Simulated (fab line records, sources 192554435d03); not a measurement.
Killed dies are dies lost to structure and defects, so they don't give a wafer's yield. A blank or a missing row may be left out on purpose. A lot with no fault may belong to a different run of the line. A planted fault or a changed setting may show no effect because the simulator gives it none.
The tool behind it: which one? | flow n5-finfet | Sampling: 14 lots, 40 wafers, 2 of 1938 route steps

## WHAT THE GAUGES READ, wafer by wafer
N5_BEOL_M10_CD_MEAS_18: pitch 140 nm, target cd 70 nm. Usual: 69.9 nm for cd-nm, sd 0.53.
lot  | measured     | on        | cd-nm (nm)     | flag
L892 | day 10 07:02 | cd-sem-03 | 70.2 70.1 69.8 |
L894 | day 10 16:31 | cd-sem-01 | 70.1 69.5 69.7 |
L893 | day 10 16:45 | cd-sem-01 | 69.6 69.5 69.1 |
L895 | day 10 17:02 | cd-sem-02 | 69.8 71.2 70.8 |
L896 | day 11 01:23 | cd-sem-03 | 69.2 69.4 69.7 |
L899 | day 11 19:57 | cd-sem-01 | 70.8 69.8 69.7 |
L902 | day 12 18:41 | cd-sem-01 | 70.2 69.5      |
L903 | day 13 04:27 | cd-sem-03 | 70.3 70.4      |
L907 | day 14 01:13 | cd-sem-01 | 69.6 69.8 69.8 |
L908 | day 14 06:35 | cd-sem-02 | 69.4 69.2 68.7 |
L910 | day 14 12:37 | cd-sem-01 | 69.7 70.1 69.5 |
L911 | day 14 22:12 | cd-sem-03 | 70.0 70.9 70.2 |
L914 | day 15 11:11 | cd-sem-03 | 69.5 69.6 69.5 |
L913 | day 15 23:16 | cd-sem-01 | 69.0 69.4 69.4 |

N5_BEOL_M10_INSPECT_30: inspects for defects (brightfield). Usual: 442 for raw-defect-count, sd 110.
lot  | measured     | on                | raw-defect-count | flag
L892 | day 10 10:11 | defect-inspect-02 | 645 609 561      |
L894 | day 10 17:33 | defect-inspect-01 | 481 320 413      |
L893 | day 10 17:31 | defect-inspect-01 | 437 495 456      |
L895 | day 10 17:44 | defect-inspect-01 | 301 353 368      |
L896 | day 11 02:42 | defect-inspect-01 | 471 432 587      |
L899 | day 11 20:21 | defect-inspect-01 | 308 404 390      |
L902 | day 12 19:08 | defect-inspect-02 | 543 435          |
L903 | day 13 04:47 | defect-inspect-02 | 470 498          |
L907 | day 14 01:42 | defect-inspect-02 | 525 487 560      |
L908 | day 14 07:31 | defect-inspect-02 | 389 416 305      |
L910 | day 14 13:41 | defect-inspect-01 | 339 481 406      |
L911 | day 14 22:59 | defect-inspect-02 | 628 571 490      |
L914 | day 15 12:21 | defect-inspect-01 | 324 455 285      |
L913 | day 16 00:28 | defect-inspect-01 | 367 270 388      |

## EACH LOT AND THE TOOL THAT RAN IT (in order: tool; ch and the chambers of the sampled wafers; start)
No process step before these readings appears in the record.

## WHAT THE TOOLS THEMSELVES READ (means of the sampled wafers that have a number; where no wafer has one, the mark that the record gives instead)
The record holds no such reading with a usual standard deviation.

## THE ANSWER, worked out from the rows above alone
Rule: a lot is off if the mean of its wafers that have a number lies more than 3 standard deviations from the usual mean. A lot without any number at a reading at which 4 lots or more have one is off too. The other lots that the step has rows for count as sound. Order of review: gauges by route order, followed by the tools' own readings, for which a lot's mean as printed above is used. The first step at which some lot is off is used, and at that step the reading that is off furthest; a lot without a number counts as furthest.
No lot is off on any of the readings shown, so nothing can be concluded from this.

## WHAT THE SIMULATOR HAD PUT IN
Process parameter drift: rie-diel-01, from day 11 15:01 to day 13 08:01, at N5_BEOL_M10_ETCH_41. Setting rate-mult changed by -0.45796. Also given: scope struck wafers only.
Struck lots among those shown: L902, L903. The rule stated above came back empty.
